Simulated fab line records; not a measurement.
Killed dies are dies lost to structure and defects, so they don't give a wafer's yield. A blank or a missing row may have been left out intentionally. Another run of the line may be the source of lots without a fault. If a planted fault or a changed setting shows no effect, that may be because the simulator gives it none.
Which of the tools did it?	flow nand harc	36 wafers from 12 lots sampled at 6 of the route's 1159 steps

== WHAT THE GAUGES READ, wafer by wafer ==
NHARC_P_GATE_CD_MEAS_46: the cd target is 720 nm.
lot	measured	on	cd nm (nm)
L110	day 5 05:53	cd sem-01	717.8 719.2 719.9
L109	day 5 03:58	cd sem-02	717.6 716.2 717.5
L111	day 5 19:43	cd sem-02	- - -
L121	day 8 12:44	cd sem-02	716.6 719.8 718.0
L124	day 9 02:18	cd sem-02	724.1 721.3 720.8
L126	day 9 13:07	cd sem-03	723.1 719.4 718.9
L127	day 9 17:43	cd sem-01	717.2 716.7 718.0
L128	day 9 17:55	cd sem-02	721.9 720.2 722.4
L130	day 10 07:55	cd sem-03	719.7 718.0 720.1
L129	day 10 08:18	cd sem-03	717.3 720.4 721.2
L131	day 10 16:48	cd sem-03	720.3 719.4 723.2
L132	day 10 17:34	cd sem-01	718.7 720.1 718.3

NHARC_END_SORT_01.
lot	measured	on	killed at array	killed at other	killed at periphery	killed dies	killed open	killed short
L111	day 20 12:48	prober-02	20 20 12	0 0 0	657 657 665	677 677 677	1 3 2	1 2 0

== EACH LOT AND THE TOOL THAT RAN IT (in order: tool; ch and the chambers of the sampled wafers; start) ==
lot	NHARC_P_GATE_HM_OPEN_105	NHARC_P_GATE_EXPOSE_43	NHARC_P_M0_DEGAS_28	NHARC_P_M0_PRE_CLEAN_29
L110	rie diel-03 ch 0,1,3, day 5 05:44 or earlier	krf scanner-02 ch 0, day 5 05:44	pvd sputter-01, day 6 11:16	pvd sputter-01, no start
L109	rie diel-03 ch 2,3, day 5 03:48 or earlier	krf scanner-03 ch 0, day 5 03:48	pvd sputter-02, day 5 22:51	pvd sputter-02, no start
L111	rie diel-12 ch 1,2,3, day 5 19:33 or earlier	krf scanner-04 ch 0, day 5 19:33	-	-
L121	rie diel-03 ch 0,2,3, day 8 12:34 or earlier	krf scanner-02 ch 0, day 8 12:34	pvd sputter-02, day 9 03:05	pvd sputter-02, no start
L124	rie diel-03 ch 0,2,3, day 9 02:08 or earlier	krf scanner-02 ch 0, day 9 02:08	pvd sputter-03, day 10 01:07	pvd sputter-03, no start
L126	rie diel-03 ch 0,2,3, day 9 12:58 or earlier	krf scanner-03 ch 0, day 9 12:58	pvd sputter-03, day 10 02:41	pvd sputter-03, no start
L127	rie diel-03 ch 0,1,3, day 9 17:34 or earlier	krf scanner-03 ch 0, day 9 17:34	pvd sputter-03, day 10 06:54	pvd sputter-03, no start
L128	rie diel-12 ch 1,2,3, day 9 17:46 or earlier	krf scanner-02 ch 0, day 9 17:46	pvd sputter-03, day 10 07:28	pvd sputter-03, no start
L130	rie diel-12 ch 2,3, day 10 07:45 or earlier	krf scanner-03 ch 0, day 10 07:45	pvd sputter-01, day 11 04:38	pvd sputter-01, no start
L129	rie diel-11 ch 0,2,3, day 10 08:08 or earlier	krf scanner-04 ch 0, day 10 08:08	pvd sputter-03, day 11 05:08	pvd sputter-03, no start
L131	rie diel-11 ch 1,3, day 10 16:39 or earlier	krf scanner-04 ch 0, day 10 16:39	pvd sputter-01, day 11 06:59	pvd sputter-01, no start
L132	rie diel-11 ch 1,3, day 10 17:25 or earlier	krf scanner-04 ch 0, day 10 17:25	pvd sputter-03, day 11 07:37	pvd sputter-03, no start
- NHARC_P_GATE_HM_OPEN_105: chemistry O2/COS, target depth 360 nm.
- NHARC_P_GATE_EXPOSE_43: exposes mask P NSD, target cd 720 nm.
- NHARC_P_M0_DEGAS_28: time 60 s.
- NHARC_P_M0_PRE_CLEAN_29: time 30 s.

== WHAT THE TOOLS THEMSELVES READ (means of the sampled wafers that have a number; where no wafer has one, the mark that the record gives instead) ==
NHARC_P_GATE_HM_OPEN_105.
lot	tool	drypump motor current A (A)	oes product au (a.u.)	rf vpp V (V)	showerhead plenum p Torr (Torr)	throttle valve pct (%)
L110	rie diel-03	6.2	0.990	465	3.04	28.332
L109	rie diel-03	6.3	0.980	468	3.14	28.331
L111	rie diel-12	5.6	1.000	465	3.05	28.329
L121	rie diel-03	6.1	0.995	468	3.15	28.331
L124	rie diel-03	6.1	0.991	467	3.15	28.339
L126	rie diel-03	6.1	0.987	468	3.15	28.335
L127	rie diel-03	6.2	0.995	464	3.03	28.330
L128	rie diel-12	5.7	0.987	465	3.04	28.322
L130	rie diel-12	5.4	0.997	466	3.06	28.327
L129	rie diel-11	6.2	0.993	467	3.10	28.323
L131	rie diel-11	6.0	1.004	468	3.21	28.331
L132	rie diel-11	6.0	1.006	469	3.21	28.325

NHARC_P_GATE_EXPOSE_43.
lot	tool	exposure dose mJ cm2	stage vel mm s (mm/s)
L110	krf scanner-02	14.798	500.02
L109	krf scanner-03	14.807	499.96
L111	krf scanner-04	14.796	500.26
L121	krf scanner-02	14.789	500.31
L124	krf scanner-02	14.815	500.31
L126	krf scanner-03	14.842	500.36
L127	krf scanner-03	14.807	499.91
L128	krf scanner-02	14.809	500.20
L130	krf scanner-03	14.805	500.09
L129	krf scanner-04	14.816	499.51
L131	krf scanner-04	14.806	499.98
L132	krf scanner-04	14.816	500.24

NHARC_P_M0_DEGAS_28.
lot	tool	heater power w (W)
L110	pvd sputter-01	341
L109	pvd sputter-02	336
L121	pvd sputter-02	351
L124	pvd sputter-03	340
L126	pvd sputter-03	341
L127	pvd sputter-03	335
L128	pvd sputter-03	320
L130	pvd sputter-01	337
L129	pvd sputter-03	324
L131	pvd sputter-01	315
L132	pvd sputter-03	319

NHARC_P_M0_PRE_CLEAN_29.
lot	tool	heater power w (W)
L110	pvd sputter-01	409
L109	pvd sputter-02	420
L121	pvd sputter-02	416
L124	pvd sputter-03	396
L126	pvd sputter-03	392
L127	pvd sputter-03	395
L128	pvd sputter-03	412
L130	pvd sputter-01	448
L129	pvd sputter-03	379
L131	pvd sputter-01	399
L132	pvd sputter-03	399

== THE ANSWER, worked out from the rows above alone ==
Rule: what is usual is taken from the lots themselves. Put in order of their means at a reading, lots are off if they are a third of the lots or fewer, leave a main group of 4 or more, and stand apart from it by a gap of 3 or more times the standard deviation of the main group's means; of several such gaps the widest counts. The tables above print the reading to a certain number of digits; a main group whose means all agree to those digits is not used. Also off: a lot with no number at a reading for which 4 or more lots have one. The other lots that the step has rows for count as sound. First the gauges in route order, then the tools' own readings, where a lot's mean is used as printed above. At the first step where some lot is off, the reading lying furthest off is the one used; lots without a number count as furthest.
Off: L111 (NHARC_P_GATE_CD_MEAS_46, cd nm). Without a number there: L111. The main group: mean 719.5 nm, standard deviation 1.6.
If a tool, at a process step before that reading, ran all the lots that are off and no sound lot after the first of them, it fits. Not tried: the gauges at NHARC_P_GATE_CD_MEAS_46; whatever is off there is also off at NHARC_P_GATE_HM_OPEN_105, on other tools, and gauge error can't account for it. With no start given for some of its lots, NHARC_P_GATE_HM_OPEN_105 uses the hours and lot order of NHARC_P_GATE_EXPOSE_43. No candidate that was tried fits.

== WHAT WAS PUT IN BY THE SIMULATOR ==
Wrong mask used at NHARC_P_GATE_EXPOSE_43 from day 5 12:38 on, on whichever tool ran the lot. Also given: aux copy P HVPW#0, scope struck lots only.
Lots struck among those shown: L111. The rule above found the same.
